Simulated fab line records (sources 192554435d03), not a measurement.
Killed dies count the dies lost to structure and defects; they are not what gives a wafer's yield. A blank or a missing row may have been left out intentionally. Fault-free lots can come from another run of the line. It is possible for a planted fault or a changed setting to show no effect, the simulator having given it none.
3 desks looking at one fault || flow n5 finfet || each desk holds nothing but its own numbers, with what lay behind them at the end

## FROM THE METROLOGY DESK
What the gauges read for every lot (on any tool): the sampled wafers with a number, averaged. A lot is out of limits, marked OUT, if its mean lies more than 4 standard deviations from the usual mean; the brackets give that distance. Readings shown: 7 of its 12, picked as those furthest out on some lot.
Columns: A = DIBL_P at N5_BEOL_M4_RC_MEAS_101, usual 36.2 mV/V; B = IOFF_N at N5_BEOL_M4_RC_MEAS_101, usual 0.155 nA/um; C = IOFF_P at N5_BEOL_M4_RC_MEAS_101, usual 0.216 nA/um; D = REXT_N at N5_BEOL_M4_RC_MEAS_101, usual 75.5 ohm.um; E = REXT_P at N5_BEOL_M4_RC_MEAS_101, usual 100.0 ohm.um; F = SS_N at N5_BEOL_M4_RC_MEAS_101, usual 71.5 mV/dec; G = VT_P at N5_BEOL_M4_RC_MEAS_101, usual -249.3 mV
{"lot": "L397", "first seen here": "day 8 10:31", "A": 34.0, "B": 0.122, "C": 0.173, "D": 77.1, "E": 102.9, "F": 71.0, "G": -253.2}
{"lot": "L396", "first seen here": "day 8 10:38", "A": 35.3, "B": 0.157, "C": 0.218, "D": 77.2, "E": 98.5, "F": 71.8, "G": -248.9}
{"lot": "L400", "first seen here": "day 9 08:15", "A": 37.5, "B": 0.148, "C": 0.197, "D": 80.6, "E": 106.0, "F": 71.6, "G": -252.8}
{"lot": "L401", "first seen here": "day 9 10:37", "A": 36.1, "B": 0.153, "C": 0.224, "D": 79.4, "E": 107.1, "F": 71.7, "G": -249.2}
{"lot": "L403", "first seen here": "day 10 01:25", "A": 36.4, "B": 0.145, "C": 0.204, "D": 74.4, "E": 99.6, "F": 72.3, "G": -250.8}
{"lot": "L408", "first seen here": "day 11 03:08", "A": 36.5, "B": 0.146, "C": 0.190, "D": 74.7, "E": 103.5, "F": 71.4, "G": -254.3}
{"lot": "L410", "first seen here": "day 12 01:08", "A": 38.8, "B": 0.180, "C": 0.246, "D": 73.7, "E": 97.3, "F": 72.5, "G": -247.7}
{"lot": "L411", "first seen here": "day 12 07:09", "A": 36.4, "B": 0.163, "C": 0.236, "D": 73.8, "E": 100.7, "F": 71.4, "G": -247.0}
{"lot": "L416", "first seen here": "day 13 21:12", "A": 35.7, "B": 0.157, "C": 0.197, "D": 76.2, "E": 101.2, "F": 71.3, "G": -249.5}
{"lot": "L417", "first seen here": "day 13 22:56", "A": 37.7, "B": 0.156, "C": 0.227, "D": 74.0, "E": 97.3, "F": 71.4, "G": -248.9}
This desk's finding: nothing out of limits on any of the 10 lots.

## THE DEFECT DESK
What the inspections along the route counted, lot by lot: means of the sampled wafers that have a number. A lot is out of limits, marked OUT, if its mean lies more than 4 standard deviations from the usual mean; the brackets give that distance.
Columns: A = raw defect count at N5_SPACER0_INSPECT_04, usual 148
{"lot": "L396", "first seen here": "day 3 13:14", "A": 115}
{"lot": "L397", "first seen here": "day 3 20:30", "A": 175}
{"lot": "L400", "first seen here": "day 4 11:49", "A": 128}
{"lot": "L401", "first seen here": "day 4 18:26", "A": 132}
{"lot": "L403", "first seen here": "day 5 05:19", "A": 174}
{"lot": "L408", "first seen here": "day 6 15:56", "A": 107}
{"lot": "L410", "first seen here": "day 7 01:34", "A": 113}
{"lot": "L411", "first seen here": "day 7 08:53", "A": 100}
{"lot": "L416", "first seen here": "day 8 11:30", "A": 167}
{"lot": "L417", "first seen here": "day 8 23:13", "A": 173}
This desk's finding: nothing out of limits on any of the 10 lots.

## TOOL OWNER'S DESK, ald sin-03
The tool's own readings at N5_SPACER0_ALD_00 (deposits SiOCN, target thk 3.5 nm, pulse time 3 s, purge time 2 s): means of the sampled wafers that have a number, for each lot that ran on this tool. A lot is out of limits, marked OUT, if its mean lies more than 4 standard deviations from the usual mean; the brackets give that distance.
Columns: A = chamber pressure Torr at N5_SPACER0_ALD_00, usual 2.000 Torr; B = heater power w at N5_SPACER0_ALD_00, usual 880 W; C = precursor pulse height rel at N5_SPACER0_ALD_00, usual 1.000
{"lot": "L396", "first seen here": "day 3 12:50", "A": 2.002, "B": 913, "C": 0.996}
{"lot": "L397", "first seen here": "day 3 20:05", "A": 2.001, "B": 876, "C": 0.988}
{"lot": "L400", "first seen here": "day 4 11:24", "A": 1.997, "B": 838, "C": 0.995}
{"lot": "L401", "first seen here": "day 4 18:02", "A": 1.998, "B": 842, "C": 0.982}
{"lot": "L403", "first seen here": "day 5 04:54", "A": 1.999, "B": 771, "C": 0.991}
{"lot": "L411", "first seen here": "day 7 08:29", "A": 1.999, "B": 859, "C": 0.985}
This desk's finding: nothing out of limits on any of the 6 lots.

## PUT TOGETHER
Nothing out of limits was seen by the metrology desk.
The defect desk saw nothing out of limits.
The desk of the tool owner found nothing out of limits.

## WHAT WAS PUT IN BY THE SIMULATOR
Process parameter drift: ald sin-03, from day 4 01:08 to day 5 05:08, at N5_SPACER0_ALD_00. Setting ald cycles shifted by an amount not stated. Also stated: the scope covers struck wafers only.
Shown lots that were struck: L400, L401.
